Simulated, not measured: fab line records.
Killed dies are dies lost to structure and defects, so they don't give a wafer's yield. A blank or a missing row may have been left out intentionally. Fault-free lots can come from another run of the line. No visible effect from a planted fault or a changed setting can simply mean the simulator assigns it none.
fab line records	flow n5-finfet
record: lots: 9	wafers: 27	last-day: 18
route steps=1938 shown BEOL_M1@838 BEOL_M2@844 BEOL_M4@1111 PASSIVATION@1936
lots that met no fault: from a run of the same line without faults
start-h: hours from the record's first day to the start of the lot's first wafer shown	wait-h: hours from the lot's prior step to this one	" repeats the value in the row above	L1.1+2: a row that stands for several wafers	- no value, or no start given	* or withheld: withheld	< > ~ a bound
route shown NAME@n: names a module that has steps shown in the file, with the first one's number in the route	usual: average and standard deviation across the fault-free wafers	same: alike in all rows	chamber/n: place in a boat	sites: the reading at each site	_std_site: standard deviation across them	_edge_site: outer sites' mean less inner sites'	radius-mm: how far each site lies from the wafer's centre	mask NAME#n: copy n	behind: tool/chamber where the wafer was last shaped	hold: why the lot was held/for how many hours/how that ended	device: the n, p or np transistor that did not switch	end of line: tests run on the same wafers once the route is complete	a step without rows: its recipe alone	killed: the dies lost at the first sort to structure and to defects; this is not the yield of the wafer	map: shows each die of a wafer: x if killed, . if not, _ if none is there
set.NAME: the setting the step ran with; set.NAME@STEP: the setting that earlier step ran with	model.NAME: the simulator's own value behind a step, which no gauge read
route steps across a sampled set of lots; one table per step, one row per wafer
services: a tool's chamber out of use, with start hour (start-h, from the record's first day; less than 0 if before it), hours out, and reason
== steps ==
step: N5_BEOL_M1_DEP_57
recipe: material: SiCN	target-thk-a: 80	temp-c: withheld	precursor: 3MS/NH3	pressure-torr: 3	rf-w: 202	time-s: 14
usual: showerhead-plenum-p-Torr: 3.665/0.013	throttle-valve-pct: 9.0/0.54
same: time-s: 14
lot.wafer	tool	chamber	start-h	wait-h	showerhead-plenum-p-Torr	throttle-valve-pct
L996.3	pecvd-03	0	142.81	0.0	3.653	9.2
L996.4	"	1	"	"	3.670	9.7
L996.6	"	2	"	"	3.678	8.4
L997.2	pecvd-03	2	148.01	0.0	3.679	7.9
L997.4	"	2	"	"	3.674	8.2
L997.6	"	0	"	"	3.651	9.3
L998.2	pecvd-04	1	149.91	0.0	3.673	8.6
L998.4	"	1	"	"	3.683	8.5
L998.6	"	0	"	"	3.652	8.5
L105.4	pecvd-02	0	191.34	0.0	3.677	9.6
L105.5	"	2	"	"	3.669	8.7
L105.6	"	1	"	"	3.674	9.4
L106.4	pecvd-02	2	215.25	0.0	3.676	8.5
L106.5	"	1	"	"	3.659	9.3
L106.6	"	0	"	"	3.669	9.9
L110.1	pecvd-04	0	226.47	0.0	3.662	8.7
L110.4	"	1	"	"	3.665	8.9
L110.6	"	0	"	"	3.652	8.4
L114.1	pecvd-04	1	253.78	0.0	3.671	8.6
L114.3	"	0	"	"	3.657	8.8
L114.5	"	0	"	"	3.655	8.6
L116.2	pecvd-02	1	262.99	0.0	3.670	9.8
L116.4	"	1	"	"	3.659	9.6
L116.6	"	0	"	"	3.681	9.5
L118.4	pecvd-02	2	263.53	0.0	3.669	8.5
L118.5	"	1	"	"	3.668	10.0
L118.6	"	0	"	"	3.677	9.7
step: N5_BEOL_M2_HM_DEP_02
recipe: material: TiN	target-thk-a: 200	temp-c: 25	chamber-pressure-pa: 0.49996
usual: throttle-valve-pct: 30.4/1.1
lot.wafer	tool	chamber	start-h	wait-h	throttle-valve-pct
L996.3	pvd-sputter-02	-	143.88	0.8	30.1
L996.4	"	-	"	"	31.4
L996.6	"	-	"	"	30.3
L997.2	pvd-sputter-03	-	148.62	0.4	29.3
L997.4	"	-	"	"	31.7
L997.6	"	-	"	"	31.4
L998.2	pvd-sputter-03	-	151.20	1.0	28.0
L998.4	"	-	"	"	30.6
L998.6	"	-	"	"	29.5
L105.4	pvd-sputter-03	-	192.62	1.0	29.7
L105.5	"	-	"	"	28.2
L105.6	"	-	"	"	29.4
L106.4	pvd-sputter-02	-	216.48	1.0	31.7
L106.5	"	-	"	"	29.9
L106.6	"	-	"	"	31.7
L110.1	pvd-sputter-02	-	227.22	0.5	30.1
L110.4	"	-	"	"	30.3
L110.6	"	-	"	"	30.1
L114.1	pvd-sputter-03	-	255.23	1.2	29.4
L114.3	"	-	"	"	30.7
L114.5	"	-	"	"	30.3
L116.2	pvd-sputter-01	-	263.31	0.1	29.5
L116.4	"	-	"	"	30.0
L116.6	"	-	"	"	31.6
L118.4	pvd-sputter-01	-	265.37	1.6	29.2
L118.5	"	-	"	"	29.7
L118.6	"	-	"	"	29.7
step: N5_BEOL_M2_EXPOSE_08
recipe: mask-id: M2	na: 0.33	source-shape: dipole	sigma-inner: 0.369	sigma-outer: 0.767	polarization: unpolarized	dose-mj: 41.25
usual: exposure-dose-mJ-cm2: 41.22/0.043
lot.wafer	tool	chamber	start-h	wait-h	mask	exposure-dose-mJ-cm2
L996.3	euv-scanner-01	0	144.28	-	M2#0	41.29
L996.4	"	0	"	"	M2#0	41.26
L996.6	"	0	"	"	M2#0	41.17
L997.2	euv-scanner-02	0	149.01	-	M2#0	41.21
L997.4	"	0	"	"	M2#0	41.23
L997.6	"	0	"	"	M2#0	41.19
L998.2	euv-scanner-01	0	151.59	-	M2#0	41.19
L998.4	"	0	"	"	M2#0	41.24
L998.6	"	0	"	"	M2#0	41.25
L105.4	euv-scanner-01	0	192.91	-	M2#0	43.00
L105.5	"	0	"	"	M2#0	43.02
L105.6	"	0	"	"	M2#0	43.03
L106.4	euv-scanner-01	0	216.89	-	M2#0	42.60
L106.5	"	0	"	"	M2#0	42.63
L106.6	"	0	"	"	M2#0	42.56
L110.1	euv-scanner-02	0	227.61	-	M2#0	41.18
L110.4	"	0	"	"	M2#0	41.15
L110.6	"	0	"	"	M2#0	41.16
L114.1	euv-scanner-02	0	255.50	-	M2#0	41.25
L114.3	"	0	"	"	M2#0	41.22
L114.5	"	0	"	"	M2#0	41.19
L116.2	euv-scanner-02	0	263.58	-	M2#0	41.18
L116.4	"	0	"	"	M2#0	41.21
L116.6	"	0	"	"	M2#0	41.21
L118.4	euv-scanner-02	0	265.65	-	M2#0	41.14
L118.5	"	0	"	"	M2#0	41.18
L118.6	"	0	"	"	M2#0	41.15
step: N5_BEOL_M2_CD_MEAS_11
recipe: target-cd-nm: 16.79	landing-energy-ev: 500	detector: se-inlens	polarity: opening
usual: cd-nm: 16.82/0.22
lot.wafer	tool	chamber	start-h	wait-h	cd-nm
L996.3	cd-sem-02	0	144.40	-	16.84
L996.4	"	0	"	"	16.63
L996.6	"	0	"	"	16.53
L997.2	cd-sem-02	0	149.14	-	16.72
L997.4	"	0	"	"	17.15
L997.6	"	0	"	"	16.99
L998.2	cd-sem-03	0	151.72	-	16.78
L998.4	"	0	"	"	16.45
L998.6	"	0	"	"	16.55
L105.4	cd-sem-01	0	193.02	-	17.86
L105.5	"	0	"	"	17.58
L105.6	"	0	"	"	17.87
L106.4	cd-sem-01	0	217.00	-	17.27
L106.5	"	0	"	"	17.67
L106.6	"	0	"	"	17.39
L110.1	cd-sem-02	0	227.74	-	16.54
L110.4	"	0	"	"	17.11
L110.6	"	0	"	"	17.29
L114.1	cd-sem-02	0	255.63	-	16.91
L114.3	"	0	"	"	16.78
L114.5	"	0	"	"	16.79
L116.2	cd-sem-03	0	263.70	-	16.79
L116.4	"	0	"	"	16.66
L116.6	"	0	"	"	16.65
L118.4	cd-sem-03	0	265.77	-	16.50
L118.5	"	0	"	"	16.57
L118.6	"	0	"	"	17.05
step: N5_BEOL_M2_OVL_MEAS_12
recipe: points-per-wafer: 522
usual: M2_OVL: 0.1/0.59
lot.wafer	tool	chamber	start-h	wait-h	M2_OVL[nm]
L996.3	overlay-01	0	144.44	0.0	-0.5
L996.4	"	0	"	"	-0.1
L996.6	"	0	"	"	-1.2
L997.2	overlay-02	0	149.17	0.0	0.2
L997.4	"	0	"	"	0.6
L997.6	"	0	"	"	0.6
L998.2	overlay-01	0	151.75	0.0	-0.3
L998.4	"	0	"	"	0.1
L998.6	"	0	"	"	-0.2
L105.4	overlay-01	0	193.06	0.0	-1.1
L105.5	"	0	"	"	-0.5
L105.6	"	0	"	"	-0.6
L106.4	overlay-01	0	217.04	0.0	1.1
L106.5	"	0	"	"	1.3
L106.6	"	0	"	"	1.3
L110.1	overlay-01	0	227.77	0.0	-0.2
L110.4	"	0	"	"	-0.3
L110.6	"	0	"	"	0.1
L114.1	overlay-01	0	255.67	0.0	0.2
L114.3	"	0	"	"	-0.1
L114.5	"	0	"	"	0.0
L116.2	overlay-02	0	263.74	0.0	0.8
L116.4	"	0	"	"	0.1
L116.6	"	0	"	"	0.1
L118.4	overlay-02	0	265.81	0.0	0.0
L118.5	"	0	"	"	-0.4
L118.6	"	0	"	"	0.0
step: N5_BEOL_M2_CD_MEAS_18
recipe: pitch-nm: 36	target-cd-nm: 18
usual: cd-nm: 18.1/0.3
lot.wafer	tool	chamber	start-h	wait-h	cd-nm
L996.3	cd-sem-01	-	145.05	0.1	18.3
L996.4	"	-	"	"	18.0
L996.6	"	-	"	"	18.0
L997.2	cd-sem-03	-	149.71	0.1	18.4
L997.4	"	-	"	"	18.1
L997.6	"	-	"	"	18.4
L998.2	cd-sem-03	-	152.29	0.1	17.7
L998.4	"	-	"	"	18.2
L998.6	"	-	"	"	17.6
L105.4	cd-sem-03	-	193.96	0.1	19.1
L105.5	"	-	"	"	19.2
L105.6	"	-	"	"	19.5
L106.4	cd-sem-01	-	218.01	0.1	18.3
L106.5	"	-	"	"	18.8
L106.6	"	-	"	"	18.2
L110.1	cd-sem-01	-	228.36	0.0	18.5
L110.4	"	-	"	"	18.5
L110.6	"	-	"	"	18.4
L114.1	cd-sem-03	-	256.20	0.0	17.6
L114.3	"	-	"	"	18.2
L114.5	"	-	"	"	18.3
L116.2	cd-sem-03	-	264.56	0.1	18.5
L116.4	"	-	"	"	18.0
L116.6	"	-	"	"	18.0
L118.4	cd-sem-02	-	266.58	0.1	17.8
L118.5	"	-	"	"	17.9
L118.6	"	-	"	"	18.2
step: N5_BEOL_M4_RC_MEAS_101
usual: DIBL_N: 35.8/1.4	DIBL_P: 35.8/1.6	IOFF_N: 0.152/0.021	IOFF_P: 0.204/0.027	ION_N: 672/8.7	ION_P: 461/6.2	SS_N: 71.5/0.54	SS_P: 73.1/0.57	VT_N: 250.0/2.5	VT_P: -250.6/2.7
lot.wafer	tool	chamber	start-h	wait-h	DIBL_N[mV/V]	DIBL_P[mV/V]	IOFF_N[nA/um]	IOFF_P[nA/um]	ION_N[uA/um]	ION_P[uA/um]	SS_N[mV/dec]	SS_P[mV/dec]	VT_N[mV]	VT_P[mV]
L997.2	prober-02	0	191.94	0.2	34.7	34.2	0.138	0.192	671	461	71.9	73.5	247.8	-249.0
L997.4	"	0	"	"	35.5	35.7	0.151	0.212	678	464	71.5	73.1	248.7	-249.7
L997.6	"	0	"	"	35.3	34.9	0.144	0.207	673	460	71.2	73.0	247.1	-249.5
L996.3	prober-01	0	192.44	0.3	36.7	38.0	0.175	0.212	683	463	72.8	73.2	251.0	-252.0
L996.4	"	0	"	"	35.8	37.4	0.163	0.192	692	462	72.6	72.9	249.6	-252.6
L996.6	"	0	"	"	35.3	36.7	0.156	0.185	680	461	72.0	72.8	250.9	-254.4
L998.2	prober-01	0	198.57	0.2	36.0	32.6	0.124	0.196	663	462	71.8	72.6	254.1	-248.2
L998.4	"	0	"	"	34.9	31.8	0.118	0.184	667	457	70.7	72.6	252.7	-249.2
L998.6	"	0	"	"	37.7	34.9	0.149	0.226	677	468	71.3	73.8	250.1	-246.0
L105.4	prober-01	0	236.61	0.5	35.6	36.9	0.159	0.212	676	462	71.4	73.7	249.7	-249.1
L105.5	"	0	"	"	34.4	34.9	0.133	0.189	665	458	71.6	73.2	252.8	-250.6
L105.6	"	0	"	"	34.8	35.8	0.145	0.194	669	453	71.4	73.6	250.5	-251.1
L106.4	prober-01	0	263.83	0.5	34.9	34.4	0.144	0.185	661	456	71.8	73.4	252.3	-251.1
L106.5	"	0	"	"	34.8	35.1	0.132	0.185	667	465	72.1	73.1	251.9	-251.1
L106.6	"	0	"	"	34.9	34.4	0.133	0.178	671	456	71.6	73.5	255.1	-251.9
L110.1	prober-01	0	269.51	0.0	38.6	36.3	0.179	0.204	673	459	72.2	73.7	247.4	-250.7
L110.4	"	0	"	"	38.7	37.7	0.189	0.214	679	462	71.7	73.7	246.5	-251.5
L110.6	"	0	"	"	38.4	36.6	0.187	0.213	678	456	72.4	74.0	247.7	-249.0
L114.1	prober-02	0	302.21	0.0	34.4	32.6	0.107	0.163	665	465	71.2	72.1	252.2	-253.7
L114.3	"	0	"	"	37.6	37.1	0.159	0.227	670	465	71.1	73.9	249.6	-247.9
L114.5	"	0	"	"	36.8	35.8	0.135	0.200	660	457	72.2	73.2	253.0	-249.8
L116.2	prober-01	0	308.32	0.2	37.1	36.6	0.175	0.236	681	469	71.5	73.4	250.5	-247.9
L116.4	"	0	"	"	37.5	37.4	0.194	0.260	680	468	71.4	74.0	246.3	-245.3
L116.6	"	0	"	"	37.0	37.1	0.192	0.255	692	478	70.6	73.7	244.7	-246.4
L118.4	prober-01	0	309.90	0.5	35.5	34.8	0.152	0.199	663	452	72.0	72.9	249.4	-251.6
L118.5	"	0	"	"	36.2	35.3	0.175	0.220	669	461	72.1	72.5	246.1	-247.8
L118.6	"	0	"	"	35.4	34.3	0.147	0.200	670	460	71.0	72.5	251.8	-249.4
step: N5_PASSIVATION_PROBE_49
usual: defect-limited-yield: 91.6/1.4	killed_at_M0_to_M3: 33/9.7	killed_at_M4_up: 13/5.4	killed-at-contacts: 13/6.6	killed-at-front-end: 36/11	killed-at-other: 3.9/3	killed-dies: 99/16	killed-on-rim: 13/3.8	killed-open: 66/12	killed-short: 32/7.9	sort_bin_5_function: 4.9/0.9	sort_bin_6_memory: 3.2/0.67	sort-n-pass: 1081/16	sort-yield-pct: 91.6/1.4
same: gross-dies: 1180	killed-at-back-side: 0	sort_bin_4_leakage[%]: 0	sort_bin_8_speed[%]: 0
lot.wafer	tool	chamber	start-h	wait-h	defect-limited-yield[%]	killed_at_M0_to_M3	killed_at_M4_up	killed-at-contacts	killed-at-front-end	killed-at-other	killed-dies	killed-on-rim	killed-open	killed-short	sort_bin_5_function[%]	sort_bin_6_memory[%]	sort-n-pass	sort-yield-pct[%]
L105.4	prober-01	-	340.70	0.2	75.8	216	13	9	38	9	285	29	58	37	15.2	7.7	895	75.8
L105.5	prober-01	-	340.75	0.2	78.6	191	23	3	32	3	252	30	61	22	12.1	8.2	928	78.6
L105.6	prober-01	-	340.80	0.3	73.9	216	16	8	64	4	308	39	74	44	15.9	9.5	872	73.9
L106.4	prober-02	-	370.45	0.2	88.3	89	16	3	21	9	138	24	48	26	7.2	4.0	1042	88.3
L106.5	prober-02	-	370.50	0.2	88.5	88	11	11	22	4	136	17	44	32	5.8	5.1	1044	88.5
L106.6	prober-02	-	370.55	0.3	86.1	111	15	11	23	4	164	23	43	34	7.1	5.7	1016	86.1
killed by level:class
L105.4 BEOL_M2:area-expose=185 BEOL_M0_SAQP:geometric-particle:open=10 FIN_SAQP:geometric-particle:short=9 BEOL_M0_SAQP:geometric-particle:short=8 MOL_CONTACT_COAG:geometric-particle:open=7 BEOL_M2:geometric-particle:open=6 STARTING-WAFER:geometric-particle:open=6 GATE_CUT:geometric-particle:short=5
L105.5 BEOL_M2:area-expose=163 BEOL_M2:geometric-particle:open=11 BEOL_M4:geometric-particle:open=11 BEOL_M3:geometric-particle:open=7 FIN_SAQP:geometric-particle:open=6 STI_FIN_REVEAL:geometric-particle:open=4 BEOL_M5:geometric-particle:open=4 FIN_SAQP:geometric-particle:short=3
L105.6 BEOL_M2:area-expose=189 FIN_SAQP:geometric-particle:open=16 FIN_SAQP:geometric-particle:short=13 BEOL_M3:geometric-particle:open=9 MOL_CONTACT_COAG:geometric-particle:open=8 BEOL_M1:geometric-particle:open=7 BEOL_M4:geometric-particle:open=7 STI_FIN_REVEAL:geometric-particle:open=7
L106.4 BEOL_M2:area-expose=61 BEOL_M0_SAQP:geometric-particle:short=10 BEOL_M0_SAQP:geometric-particle:open=9 STARTING-WAFER:geometric-particle:open=6 STI_FIN_REVEAL:geometric-particle:open=5 BEOL_M3:geometric-particle:open=5 BEOL_M5:geometric-particle:open=5 BEOL_M4:geometric-particle:open=4
L106.5 BEOL_M2:area-expose=59 BEOL_M0_SAQP:geometric-particle:short=10 MOL_CONTACT_COAG:geometric-particle:open=9 BEOL_M0_SAQP:geometric-particle:open=5 STARTING-WAFER:geometric-particle:open=5 BEOL_M4:geometric-particle:open=4 STARTING-WAFER:geometric-particle:short=4 ILD0:geometric-particle:open=3
L106.6 BEOL_M2:area-expose=86 BEOL_M3:geometric-particle:open=10 FIN_SAQP:geometric-particle:short=7 MOL_CONTACT_COAG:geometric-particle:open=6 BEOL_M5:geometric-particle:open=6 MOL_CONTACT_COAG:geometric-particle:short=5 BEOL_M0_SAQP:geometric-particle:short=5 BEOL_M8:geometric-particle:open=3
== services ==
tool	chamber	start-h	hours	kind
euv-scanner-01	-	122.05	1.0	pm
pvd-sputter-02	-	123.38	0.5	repair
euv-scanner-02	-	126.20	1.0	pm
pvd-sputter-01	-	126.47	1.7	repair
euv-scanner-01	-	144.78	4.6	pm
pvd-sputter-02	-	159.31	7.1	repair
euv-scanner-02	-	162.57	1.8	repair
euv-scanner-02	-	175.94	6.2	pm
euv-scanner-01	-	182.19	1.0	pm
euv-scanner-02	-	183.20	1.0	pm
pecvd-03	2	183.78	5.5	scheduled-down
pecvd-03	1	197.80	2.1	scheduled-down
euv-scanner-02	0	201.38	-	calibration
pecvd-04	2	202.38	-	clean
pecvd-04	2	202.38	-	consumable-replace:showerhead
pecvd-04	2	202.38	29.0	scheduled-down
pecvd-04	2	202.38	29.0	vent-cycle
pecvd-03	-	210.90	0.7	repair
euv-scanner-01	0	223.12	-	calibration
euv-scanner-01	-	234.35	1.0	pm
euv-scanner-02	-	238.50	1.0	pm
euv-scanner-02	-	250.18	4.6	pm
pecvd-04	1	262.26	5.5	scheduled-down
euv-scanner-01	-	263.56	5.8	pm
== key ==
first-sign: step: N5_BEOL_M2_EXPOSE_08	reading: exposure-dose-mJ-cm2	direction: up	sigmas: 37	usual: 41.22	struck: 42.81
effect: step: N5_BEOL_M2_CD_MEAS_11	reading: cd-nm	direction: up	sigmas: 3.6	usual: 16.82	struck: 17.61	through: control-loop
effect: step: N5_BEOL_M2_CD_MEAS_18	reading: cd-nm	direction: up	sigmas: 2.6	usual: 18.1	struck: 18.8	through: control-loop
effect: step: N5_PASSIVATION_PROBE_49	reading: killed_at_M0_to_M3	direction: up	sigmas: 12	usual: 33	struck: 152
more-kills-born-at: N5_BEOL_M2_EXPOSE_08@euv-scanner-01: 743
met-at N5_BEOL_M2_EXPOSE_08
struck-lots L105,L106
loop-trim: step: N5_BEOL_M2_EXPOSE_08	setting: dose	lots: L106
not-acting-at N5_BEOL_M1_DEP_57,N5_BEOL_M2_HM_DEP_02,N5_BEOL_M2_OVL_MEAS_12
onset-between 151.59 192.91
fault: kind: process-parameter-drift	tool: euv-scanner-01	chamber: -	onset-h: 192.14	steps: N5_BEOL_M2_EXPOSE_08	channel: dose-mj	offset: 1.7443	shape: step	acts-in: these-recipes-only	stated: 41.25
loop-trim: a control loop set the setting to another value than it would have without faults
